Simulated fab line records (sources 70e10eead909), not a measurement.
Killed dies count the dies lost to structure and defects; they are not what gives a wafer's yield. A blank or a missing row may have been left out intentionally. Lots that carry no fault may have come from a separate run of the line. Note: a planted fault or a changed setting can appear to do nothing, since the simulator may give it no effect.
Which tool was responsible? / flow nandHarc / Sampling: 13 lots, 39 wafers, 7 of 1302 route steps

## WHAT THE GAUGES READ, wafer by wafer
NHARC_P_M0_CD_MEAS_09: target cd 90 nm. Usual: cdNm 90.1 nm, standard deviation 0.76.
lot=L896; measured=day 6 10:40; on=cdSem-01; cdNm (nm)=90.5 91.5 90.6; flag=
lot=L897; measured=day 6 18:41; on=cdSem-03; cdNm (nm)=90.3 90.0 90.7; flag=
lot=L898; measured=day 7 04:46; on=cdSem-03; cdNm (nm)=90.4 89.2 89.5; flag=
lot=L900; measured=day 8 03:13; on=cdSem-03; cdNm (nm)=91.5 90.1 90.8; flag=
lot=L901; measured=day 8 17:20; on=cdSem-01; cdNm (nm)=90.6 90.5 89.7; flag=
lot=L902; measured=day 9 01:01; on=cdSem-02; cdNm (nm)=90.1 90.1 90.1; flag=
lot=L909; measured=day 12 06:32; on=cdSem-03; cdNm (nm)=82.9 83.3 82.2; flag=OFF
lot=L908; measured=day 12 07:46; on=cdSem-01; cdNm (nm)=85.0 84.5 84.3; flag=OFF
lot=L912; measured=day 13 02:45; on=cdSem-01; cdNm (nm)=90.3 91.5 90.6; flag=
lot=L913; measured=day 13 17:38; on=cdSem-03; cdNm (nm)=91.5 90.5 89.7; flag=
lot=L915; measured=day 14 15:42; on=cdSem-03; cdNm (nm)=89.7 90.1 89.7; flag=
lot=L916; measured=day 14 17:50; on=cdSem-01; cdNm (nm)=89.5 90.3 89.9; flag=
lot=L918; measured=day 15 19:31; on=cdSem-01; cdNm (nm)=89.4 90.5 89.9; flag=

NHARC_P_M0_CD_MEAS_16. Usual: cdNm 90.0 nm, standard deviation 1.
lot=L896; measured=day 6 11:09; on=cdSem-02; cdNm (nm)=90.1 92.3 91.4; flag=
lot=L897; measured=day 6 19:10; on=cdSem-02; cdNm (nm)=89.2 90.2 90.7; flag=
lot=L898; measured=day 7 05:18; on=cdSem-01; cdNm (nm)=89.8 89.2 91.0; flag=
lot=L900; measured=day 8 03:43; on=cdSem-01; cdNm (nm)=90.5 90.4 91.4; flag=
lot=L901; measured=day 8 17:51; on=cdSem-02; cdNm (nm)=90.0 91.4 90.5; flag=
lot=L902; measured=day 9 01:31; on=cdSem-02; cdNm (nm)=90.2 88.6 90.4; flag=
lot=L909; measured=day 12 07:47; on=cdSem-02; cdNm (nm)=81.9 82.6 81.2; flag=OFF
lot=L908; measured=day 12 08:19; on=cdSem-02; cdNm (nm)=85.1 83.9 84.0; flag=OFF
lot=L912; measured=day 13 03:17; on=cdSem-02; cdNm (nm)=90.6 91.2 91.5; flag=
lot=L913; measured=day 13 18:07; on=cdSem-01; cdNm (nm)=90.4 89.7 88.7; flag=
lot=L915; measured=day 14 16:13; on=cdSem-03; cdNm (nm)=89.0 90.1 89.0; flag=
lot=L916; measured=day 14 18:19; on=cdSem-01; cdNm (nm)=88.6 90.0 90.3; flag=
lot=L918; measured=day 15 20:00; on=cdSem-01; cdNm (nm)=88.1 89.9 89.3; flag=

NHARC_END_SORT_01. Usual: defectLimitedYield is 91 % with standard deviation 3, killedAtArray is 59 with standard deviation 21, killedAtOther is 0.8 with standard deviation 1.1, killedAtPeriphery is 4.1 with standard deviation 2.8, killedDies is 64 with standard deviation 20, killedOpen is 3.1 with standard deviation 1.7, and killedShort is 2.4 with standard deviation 1.6.
lot=L909; measured=day 30 19:57; on=prober-01; defectLimitedYield (%)=87 87 89; killedAtArray=77 77 67; killedAtOther=0 0 1; killedAtPeriphery=10 8 6; killedDies=87 85 74; killedOpen=4 3 5; killedShort=2 2 1; flag=
lot=L908; measured=day 30 17:21; on=prober-02; defectLimitedYield (%)=93 92 93; killedAtArray=40 43 43; killedAtOther=2 0 0; killedAtPeriphery=6 10 5; killedDies=48 53 48; killedOpen=3 2 5; killedShort=4 1 3; flag=
lot=L912; measured=day 31 23:28; on=prober-02; defectLimitedYield (%)=93 92 90; killedAtArray=43 53 58; killedAtOther=1 0 0; killedAtPeriphery=5 4 7; killedDies=49 57 65; killedOpen=4 4 6; killedShort=2 4 4; flag=
lot=L913; measured=day 32 01:07; on=prober-01; defectLimitedYield (%)=95 95 93; killedAtArray=25 30 37; killedAtOther=2 0 2; killedAtPeriphery=7 5 8; killedDies=34 35 47; killedOpen=4 3 6; killedShort=3 3 4; flag=
lot=L916; measured=day 32 22:01; on=prober-02; defectLimitedYield (%)=95 93 95; killedAtArray=29 42 29; killedAtOther=0 1 0; killedAtPeriphery=4 2 2; killedDies=33 45 31; killedOpen=6 5 3; killedShort=5 2 1; flag=

## WHAT TOOL EACH LOT RAN ON (gives the tool, then ch and the chambers of the sampled wafers, and finally the start)
lot=L896; NHARC_P_GATE_DEGAS_109=pvdSputter-02, day 6 03:52; NHARC_P_GATE_RTA_80=rtpAnneal-02 ch 0, day 6 04:11; NHARC_P_CONTACT_DEGAS_38=pvdSputter-01, day 6 08:13; NHARC_P_M0_PEB_07=lithoTrack-04 ch 0, day 6 10:35
lot=L897; NHARC_P_GATE_DEGAS_109=pvdSputter-01, day 6 12:01; NHARC_P_GATE_RTA_80=rtpAnneal-01 ch 0, day 6 12:19; NHARC_P_CONTACT_DEGAS_38=pvdSputter-03, day 6 16:23; NHARC_P_M0_PEB_07=lithoTrack-01 ch 0, day 6 18:37
lot=L898; NHARC_P_GATE_DEGAS_109=pvdSputter-03, day 6 22:02; NHARC_P_GATE_RTA_80=rtpAnneal-02 ch 0, day 6 22:20; NHARC_P_CONTACT_DEGAS_38=pvdSputter-03, day 7 02:23; NHARC_P_M0_PEB_07=lithoTrack-01 ch 0, day 7 04:41
lot=L900; NHARC_P_GATE_DEGAS_109=pvdSputter-03, day 7 20:26; NHARC_P_GATE_RTA_80=rtpAnneal-01 ch 0, day 7 20:45; NHARC_P_CONTACT_DEGAS_38=pvdSputter-01, day 8 00:57; NHARC_P_M0_PEB_07=lithoTrack-01 ch 0, day 8 03:08
lot=L901; NHARC_P_GATE_DEGAS_109=pvdSputter-01, day 8 10:35; NHARC_P_GATE_RTA_80=rtpAnneal-02 ch 0, day 8 10:58; NHARC_P_CONTACT_DEGAS_38=pvdSputter-01, day 8 15:04; NHARC_P_M0_PEB_07=lithoTrack-01 ch 0, day 8 17:16
lot=L902; NHARC_P_GATE_DEGAS_109=pvdSputter-02, day 8 18:07; NHARC_P_GATE_RTA_80=rtpAnneal-01 ch 0, day 8 18:24; NHARC_P_CONTACT_DEGAS_38=pvdSputter-01, day 8 22:38; NHARC_P_M0_PEB_07=lithoTrack-04 ch 0, day 9 00:56
lot=L909; NHARC_P_GATE_DEGAS_109=pvdSputter-02, day 11 23:56; NHARC_P_GATE_RTA_80=rtpAnneal-02 ch 0, day 12 00:14; NHARC_P_CONTACT_DEGAS_38=pvdSputter-02, day 12 04:16; NHARC_P_M0_PEB_07=lithoTrack-01 ch 0, day 12 06:27
lot=L908; NHARC_P_GATE_DEGAS_109=pvdSputter-01, day 12 01:16; NHARC_P_GATE_RTA_80=rtpAnneal-01 ch 0, day 12 01:37; NHARC_P_CONTACT_DEGAS_38=pvdSputter-03, day 12 05:27; NHARC_P_M0_PEB_07=lithoTrack-01 ch 0, day 12 07:41
lot=L912; NHARC_P_GATE_DEGAS_109=pvdSputter-01, day 12 19:59; NHARC_P_GATE_RTA_80=rtpAnneal-01 ch 0, day 12 20:16; NHARC_P_CONTACT_DEGAS_38=pvdSputter-03, day 13 00:21; NHARC_P_M0_PEB_07=lithoTrack-04 ch 0, day 13 02:40
lot=L913; NHARC_P_GATE_DEGAS_109=pvdSputter-03, day 13 10:52; NHARC_P_GATE_RTA_80=rtpAnneal-02 ch 0, day 13 11:13; NHARC_P_CONTACT_DEGAS_38=pvdSputter-02, day 13 15:14; NHARC_P_M0_PEB_07=lithoTrack-04 ch 0, day 13 17:33
lot=L915; NHARC_P_GATE_DEGAS_109=pvdSputter-03, day 14 08:59; NHARC_P_GATE_RTA_80=rtpAnneal-02 ch 0, day 14 09:21; NHARC_P_CONTACT_DEGAS_38=pvdSputter-02, day 14 13:18; NHARC_P_M0_PEB_07=lithoTrack-06 ch 0, day 14 15:37
lot=L916; NHARC_P_GATE_DEGAS_109=pvdSputter-03, day 14 11:19; NHARC_P_GATE_RTA_80=rtpAnneal-01 ch 0, day 14 11:40; NHARC_P_CONTACT_DEGAS_38=pvdSputter-03, day 14 15:32; NHARC_P_M0_PEB_07=lithoTrack-01 ch 0, day 14 17:45
lot=L918; NHARC_P_GATE_DEGAS_109=pvdSputter-02, day 15 12:47; NHARC_P_GATE_RTA_80=rtpAnneal-01 ch 0, day 15 13:09; NHARC_P_CONTACT_DEGAS_38=pvdSputter-01, day 15 17:08; NHARC_P_M0_PEB_07=lithoTrack-04 ch 0, day 15 19:26
- NHARC_P_GATE_DEGAS_109: time 60 s.
- NHARC_P_GATE_RTA_80: time 30 s.
- NHARC_P_CONTACT_DEGAS_38: time 60 s.
- NHARC_P_M0_PEB_07: peb time 65 s.

## WHAT THE TOOLS THEMSELVES READ (means of the sampled wafers that have a number; where no wafer has one, the mark that the record gives instead)
NHARC_P_GATE_DEGAS_109. Usual: heaterPowerW 447 W, standard deviation 26.
lot=L896; tool=pvdSputter-02; heaterPowerW (W)=463; flag=
lot=L897; tool=pvdSputter-01; heaterPowerW (W)=433; flag=
lot=L898; tool=pvdSputter-03; heaterPowerW (W)=434; flag=
lot=L900; tool=pvdSputter-03; heaterPowerW (W)=454; flag=
lot=L901; tool=pvdSputter-01; heaterPowerW (W)=450; flag=
lot=L902; tool=pvdSputter-02; heaterPowerW (W)=473; flag=
lot=L909; tool=pvdSputter-02; heaterPowerW (W)=476; flag=
lot=L908; tool=pvdSputter-01; heaterPowerW (W)=443; flag=
lot=L912; tool=pvdSputter-01; heaterPowerW (W)=449; flag=
lot=L913; tool=pvdSputter-03; heaterPowerW (W)=432; flag=
lot=L915; tool=pvdSputter-03; heaterPowerW (W)=436; flag=
lot=L916; tool=pvdSputter-03; heaterPowerW (W)=437; flag=
lot=L918; tool=pvdSputter-02; heaterPowerW (W)=483; flag=

NHARC_P_GATE_RTA_80. Usual: wafer_temp_C_max 301.1, standard deviation 0.41.
lot=L896 tool=rtpAnneal-02 wafer_temp_C_max=301.2 flag=
lot=L897 tool=rtpAnneal-01 wafer_temp_C_max=300.8 flag=
lot=L898 tool=rtpAnneal-02 wafer_temp_C_max=301.3 flag=
lot=L900 tool=rtpAnneal-01 wafer_temp_C_max=300.9 flag=
lot=L901 tool=rtpAnneal-02 wafer_temp_C_max=301.6 flag=
lot=L902 tool=rtpAnneal-01 wafer_temp_C_max=300.8 flag=
lot=L909 tool=rtpAnneal-02 wafer_temp_C_max=301.7 flag=
lot=L908 tool=rtpAnneal-01 wafer_temp_C_max=300.9 flag=
lot=L912 tool=rtpAnneal-01 wafer_temp_C_max=301.0 flag=
lot=L913 tool=rtpAnneal-02 wafer_temp_C_max=301.5 flag=
lot=L915 tool=rtpAnneal-02 wafer_temp_C_max=301.9 flag=
lot=L916 tool=rtpAnneal-01 wafer_temp_C_max=301.0 flag=
lot=L918 tool=rtpAnneal-01 wafer_temp_C_max=300.6 flag=

NHARC_P_CONTACT_DEGAS_38. Usual: heaterPowerW 449 W, standard deviation 27.
lot=L896; tool=pvdSputter-01; heaterPowerW (W)=448; flag=
lot=L897; tool=pvdSputter-03; heaterPowerW (W)=435; flag=
lot=L898; tool=pvdSputter-03; heaterPowerW (W)=443; flag=
lot=L900; tool=pvdSputter-01; heaterPowerW (W)=459; flag=
lot=L901; tool=pvdSputter-01; heaterPowerW (W)=425; flag=
lot=L902; tool=pvdSputter-01; heaterPowerW (W)=446; flag=
lot=L909; tool=pvdSputter-02; heaterPowerW (W)=479; flag=
lot=L908; tool=pvdSputter-03; heaterPowerW (W)=438; flag=
lot=L912; tool=pvdSputter-03; heaterPowerW (W)=431; flag=
lot=L913; tool=pvdSputter-02; heaterPowerW (W)=459; flag=
lot=L915; tool=pvdSputter-02; heaterPowerW (W)=464; flag=
lot=L916; tool=pvdSputter-03; heaterPowerW (W)=444; flag=
lot=L918; tool=pvdSputter-01; heaterPowerW (W)=432; flag=

NHARC_P_M0_PEB_07. Usual: heaterPowerTotalW 156.6 W, standard deviation 0.44; plateTempC 99.99 C, standard deviation 0.13.
lot=L896; tool=lithoTrack-04; heaterPowerTotalW (W)=156.3; plateTempC (C)=100.05; flag=
lot=L897; tool=lithoTrack-01; heaterPowerTotalW (W)=157.1; plateTempC (C)=99.95; flag=
lot=L898; tool=lithoTrack-01; heaterPowerTotalW (W)=156.5; plateTempC (C)=99.83; flag=
lot=L900; tool=lithoTrack-01; heaterPowerTotalW (W)=156.6; plateTempC (C)=99.93; flag=
lot=L901; tool=lithoTrack-01; heaterPowerTotalW (W)=156.6; plateTempC (C)=99.92; flag=
lot=L902; tool=lithoTrack-04; heaterPowerTotalW (W)=156.8; plateTempC (C)=99.96; flag=
lot=L909; tool=lithoTrack-01; heaterPowerTotalW (W)=152.4; plateTempC (C)=98.11; flag=OFF
lot=L908; tool=lithoTrack-01; heaterPowerTotalW (W)=153.1; plateTempC (C)=98.19; flag=OFF
lot=L912; tool=lithoTrack-04; heaterPowerTotalW (W)=156.3; plateTempC (C)=99.92; flag=
lot=L913; tool=lithoTrack-04; heaterPowerTotalW (W)=156.5; plateTempC (C)=100.19; flag=
lot=L915; tool=lithoTrack-06; heaterPowerTotalW (W)=156.0; plateTempC (C)=100.12; flag=
lot=L916; tool=lithoTrack-01; heaterPowerTotalW (W)=156.7; plateTempC (C)=99.90; flag=
lot=L918; tool=lithoTrack-04; heaterPowerTotalW (W)=156.6; plateTempC (C)=100.09; flag=

## THE ANSWER, worked out from the rows above alone
Rule: take the mean of a lot's wafers that have a number; if it is more than 3 standard deviations from the usual mean, the lot is off. Also off: a lot with no number at a reading for which 4 or more lots have one. The other lots that the step has rows for count as sound. First the gauges in route order, then the tools' own readings, where a lot's mean is used as printed above. At the first step where some lot is off, the reading lying furthest off is the one used; lots without a number count as furthest.
Off, at NHARC_P_M0_CD_MEAS_09 on cdNm: L909, L908.
A tool fits if, at a process step before that reading, it ran every lot that is off, and no sound lot after the first of them. The gauges at NHARC_P_M0_CD_MEAS_09 aren't tried: what is off there is off at NHARC_P_M0_CD_MEAS_16 too, on other tools, and a gauge's error can't cause that. No candidate that was tried fits.

## WHAT WAS PUT IN BY THE SIMULATOR
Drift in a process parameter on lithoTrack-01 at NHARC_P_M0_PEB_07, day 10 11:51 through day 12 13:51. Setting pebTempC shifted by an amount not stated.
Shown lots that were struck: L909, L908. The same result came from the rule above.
